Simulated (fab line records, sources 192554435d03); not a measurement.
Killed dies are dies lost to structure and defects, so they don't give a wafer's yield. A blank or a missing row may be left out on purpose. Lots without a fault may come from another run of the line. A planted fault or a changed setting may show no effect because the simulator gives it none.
Which tool did it? | flow n5_finfet | 11 lots, 30 wafers sampled, at 4 steps of a route of 1938

WHAT THE GAUGES READ, wafer by wafer
N5_FIN_SAQP_INSPECT_40: inspects for defects (brightfield).
lot  | measured    | on                | raw_defect_count
L964 | day 2 04:16 | defect_inspect-01 | 249 324 225
L965 | day 2 08:51 | defect_inspect-01 | 152 222 329
L968 | day 3 02:53 | defect_inspect-01 | 137 218 180
L969 | day 3 09:29 | defect_inspect-02 | 231 178 249
L975 | day 4 22:14 | defect_inspect-02 | 323 290
L976 | day 5 05:16 | defect_inspect-02 | 527 719 686
L978 | day 5 14:15 | defect_inspect-01 | 597 589 518
L980 | day 6 02:50 | defect_inspect-01 | 259 287
L981 | day 6 08:35 | defect_inspect-01 | 240 185 160
L983 | day 7 00:26 | defect_inspect-01 | 190 249
L987 | day 7 20:34 | defect_inspect-01 | 237 204 326

WHICH TOOL RAN EACH LOT (tool, then ch and the chambers of the sampled wafers, then the start)
lot  | N5_FIN_SAQP_RECESS_63             | N5_FIN_SAQP_RECESS_71             | N5_FIN_SAQP_SPACER2_ALD_28
L964 | vapor_etch-02 ch 0,1, day 2 02:26 | vapor_etch-01 ch 0,1, day 2 02:58 | ald_sin-02 ch 0,1,2, day 2 03:04
L965 | vapor_etch-01 ch 0,1, day 2 06:34 | vapor_etch-01 ch 0,1, day 2 07:35 | ald_sin-02 ch 1,2, day 2 07:45
L968 | vapor_etch-02 ch 0,1, day 3 00:53 | vapor_etch-01 ch 1, day 3 01:30   | ald_sin-03 ch 2,3, day 3 01:46
L969 | vapor_etch-01 ch 0,1, day 3 07:35 | vapor_etch-02 ch 0,1, day 3 08:12 | ald_sin-02 ch 1,2,3, day 3 08:20
L975 | vapor_etch-01 ch 0, day 4 20:17   | vapor_etch-02 ch 0,1, day 4 20:59 | ald_sin-03 ch 0,1, day 4 21:07
L976 | vapor_etch-01 ch 0,1, day 5 02:53 | vapor_etch-02 ch 0,1, day 5 03:29 | ald_sin-03 ch 0,2, day 5 04:01
L978 | vapor_etch-02 ch 0,1, day 5 12:18 | vapor_etch-02 ch 0,1, day 5 12:55 | ald_sin-04 ch 0,1,2, day 5 13:04
L980 | vapor_etch-02 ch 0,1, day 6 00:50 | vapor_etch-01 ch 0,1, day 6 01:35 | ald_sin-02 ch 1,2, day 6 01:43
L981 | vapor_etch-02 ch 0,1, day 6 06:43 | vapor_etch-01 ch 0,1, day 6 07:20 | ald_sin-02 ch 0,2, day 6 07:28
L983 | vapor_etch-02 ch 0,1, day 6 22:05 | vapor_etch-01 ch 1, day 6 22:41   | ald_sin-03 ch 2, day 6 22:47
L987 | vapor_etch-01 ch 0,1, day 7 18:42 | vapor_etch-01 ch 0,1, day 7 19:19 | ald_sin-02 ch 0,1, day 7 19:27
- N5_FIN_SAQP_RECESS_63: chemistry HF/NH3, target SiO2, target depth 18 nm, afs cycles 3, sublimation time 60 s.
- N5_FIN_SAQP_RECESS_71: chemistry HF/NH3, target SiO2, target depth 3 nm, afs cycles 1, sublimation time 60 s.
- N5_FIN_SAQP_SPACER2_ALD_28: deposits SiO2, target thk 8.1 nm, pulse time 1 s, purge time 2 s.

THE ANSWER, worked out from the rows above alone
Rule: what is usual is taken from the lots themselves. Put in order of their means at a reading, lots are off if they are a third of the lots or fewer, leave a main group of 4 or more, and stand apart from it by a gap of 3 or more times the standard deviation of the main group's means; of several such gaps the widest counts. A main group whose means are all the same, to the digits that the tables above print for the reading, isn't used. A lot without any number at a reading at which 4 lots or more have one is off too. The other lots that the step has rows for count as sound.
Off: L976, L978, at N5_FIN_SAQP_INSPECT_40 (raw_defect_count). The main group: mean 239, standard deviation 38.
A tool fits if, at a process step before that reading, it ran every lot that is off, and no sound lot after the first of them. The gauges at N5_FIN_SAQP_INSPECT_40 are tried like those tools. One fits: vapor_etch-02 at N5_FIN_SAQP_RECESS_71. Its last sound lot is L975 (day 4 20:59), its first lot that is off L976 (day 5 03:29): a fault that began between those two fits.

WHAT THE SIMULATOR HAD PUT IN
Chamber particle source: vapor_etch-02, from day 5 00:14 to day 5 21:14, at N5_FIN_SAQP_RECESS_71. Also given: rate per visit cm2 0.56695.
Lots struck among those shown: L976, L978. The rule above found the same.
